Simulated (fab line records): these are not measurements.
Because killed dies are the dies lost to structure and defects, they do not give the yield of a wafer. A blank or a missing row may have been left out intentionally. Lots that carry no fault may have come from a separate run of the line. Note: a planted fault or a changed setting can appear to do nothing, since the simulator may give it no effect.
Matching of chambers / flow nand-harc / NHARC_P_M2_ETCH_35 on rie-diel-01: 4 sister chambers
The step etches the open film in N2/H2, target depth 40 nm, overetch 12 nm, time 43.94 s. 20 wafers are shown with their chamber, then 10 later ones without.

== WAFERS PAIRED WITH THEIR CHAMBERS ==
wafer=L076.2; chamber=2; drypump-motor-current-A (A)=5.5; rf-vpp-V (V)=431.2; oes-product-au (a.u.)=1.002
wafer=L076.3; chamber=3; drypump-motor-current-A (A)=5.8; rf-vpp-V (V)=433.2; oes-product-au (a.u.)=1.015
wafer=L076.5; chamber=2; drypump-motor-current-A (A)=5.5; rf-vpp-V (V)=430.7; oes-product-au (a.u.)=0.992
wafer=L077.1; chamber=3; drypump-motor-current-A (A)=5.8; rf-vpp-V (V)=431.1; oes-product-au (a.u.)=1.016
wafer=L077.2; chamber=1; drypump-motor-current-A (A)=6.4; rf-vpp-V (V)=430.9; oes-product-au (a.u.)=1.027
wafer=L077.3; chamber=2; drypump-motor-current-A (A)=5.5; rf-vpp-V (V)=431.5; oes-product-au (a.u.)=0.991
wafer=L079.3; chamber=2; drypump-motor-current-A (A)=5.5; rf-vpp-V (V)=429.2; oes-product-au (a.u.)=0.997
wafer=L079.5; chamber=2; drypump-motor-current-A (A)=5.5; rf-vpp-V (V)=430.3; oes-product-au (a.u.)=1.000
wafer=L079.6; chamber=3; drypump-motor-current-A (A)=5.8; rf-vpp-V (V)=433.7; oes-product-au (a.u.)=1.029
wafer=L078.2; chamber=0; drypump-motor-current-A (A)=5.8; rf-vpp-V (V)=434.5; oes-product-au (a.u.)=0.989
wafer=L078.4; chamber=1; drypump-motor-current-A (A)=6.4; rf-vpp-V (V)=432.3; oes-product-au (a.u.)=1.018
wafer=L078.6; chamber=3; drypump-motor-current-A (A)=5.8; rf-vpp-V (V)=432.5; oes-product-au (a.u.)=1.013
wafer=L081.2; chamber=1; drypump-motor-current-A (A)=6.3; rf-vpp-V (V)=431.1; oes-product-au (a.u.)=1.020
wafer=L081.4; chamber=0; drypump-motor-current-A (A)=5.8; rf-vpp-V (V)=434.9; oes-product-au (a.u.)=0.989
wafer=L081.5; chamber=1; drypump-motor-current-A (A)=6.3; rf-vpp-V (V)=432.3; oes-product-au (a.u.)=1.018
wafer=L085.1; chamber=0; drypump-motor-current-A (A)=5.8; rf-vpp-V (V)=434.9; oes-product-au (a.u.)=0.999
wafer=L085.5; chamber=3; drypump-motor-current-A (A)=5.8; rf-vpp-V (V)=432.0; oes-product-au (a.u.)=0.998
wafer=L085.6; chamber=0; drypump-motor-current-A (A)=5.8; rf-vpp-V (V)=435.2; oes-product-au (a.u.)=1.001
wafer=L087.1; chamber=2; drypump-motor-current-A (A)=5.5; rf-vpp-V (V)=430.8; oes-product-au (a.u.)=0.973
wafer=L087.3; chamber=3; drypump-motor-current-A (A)=5.8; rf-vpp-V (V)=433.0; oes-product-au (a.u.)=1.007

SIGNATURES (means of the wafers above)
reading=drypump-motor-current-A; chamber 0=5.800; chamber 1=6.350; chamber 2=5.500; chamber 3=5.800; scatter within a chamber=0.025
reading=rf-vpp-V; chamber 0=434.875; chamber 1=431.650; chamber 2=430.617; chamber 3=432.583; scatter within a chamber=0.774
reading=oes-product-au; chamber 0=0.99450; chamber 1=1.02075; chamber 2=0.99250; chamber 3=1.01300; scatter within a chamber=0.00886
Rule: a wafer's distance from a chamber is the root of the sum, over the readings, of the square of ((its reading less the chamber's mean) divided by the reading's scatter). If the next closest chamber is less than 2 further off than the closest, the wafer can't be placed; otherwise it belongs to the closest. The scatter: take each reading less its chamber's mean, square it, sum over the shown wafers, divide by the number of wafers less the number of chambers, and take the root.

== WAFERS WITHOUT THEIR CHAMBER ==
wafer=L087.6; drypump-motor-current-A (A)=5.8; rf-vpp-V (V)=432.1; oes-product-au (a.u.)=1.002
wafer=L092.3; drypump-motor-current-A (A)=6.3; rf-vpp-V (V)=432.4; oes-product-au (a.u.)=1.024
wafer=L092.5; drypump-motor-current-A (A)=5.5; rf-vpp-V (V)=431.8; oes-product-au (a.u.)=0.969
wafer=L092.6; drypump-motor-current-A (A)=6.3; rf-vpp-V (V)=431.8; oes-product-au (a.u.)=1.019
wafer=L095.2; drypump-motor-current-A (A)=5.5; rf-vpp-V (V)=431.5; oes-product-au (a.u.)=0.976
wafer=L095.3; drypump-motor-current-A (A)=6.4; rf-vpp-V (V)=432.2; oes-product-au (a.u.)=1.017
wafer=L095.5; drypump-motor-current-A (A)=6.4; rf-vpp-V (V)=432.6; oes-product-au (a.u.)=1.018
wafer=L096.1; drypump-motor-current-A (A)=6.4; rf-vpp-V (V)=431.0; oes-product-au (a.u.)=1.018
wafer=L096.2; drypump-motor-current-A (A)=5.8; rf-vpp-V (V)=435.1; oes-product-au (a.u.)=0.994
wafer=L096.3; drypump-motor-current-A (A)=5.5; rf-vpp-V (V)=430.8; oes-product-au (a.u.)=0.987

== WHICH CHAMBER EACH ONE RAN IN ==
wafer=L087.6; from the rows above=3; in truth=3
wafer=L092.3; from the rows above=1; in truth=1
wafer=L092.5; from the rows above=2; in truth=2
wafer=L092.6; from the rows above=1; in truth=1
wafer=L095.2; from the rows above=2; in truth=2
wafer=L095.3; from the rows above=1; in truth=1
wafer=L095.5; from the rows above=1; in truth=1
wafer=L096.1; from the rows above=1; in truth=1
wafer=L096.2; from the rows above=0; in truth=0
wafer=L096.3; from the rows above=2; in truth=2
Correctly placed: 10 of 10. From these rows, 0 cannot be placed. Number placed wrongly: 0.
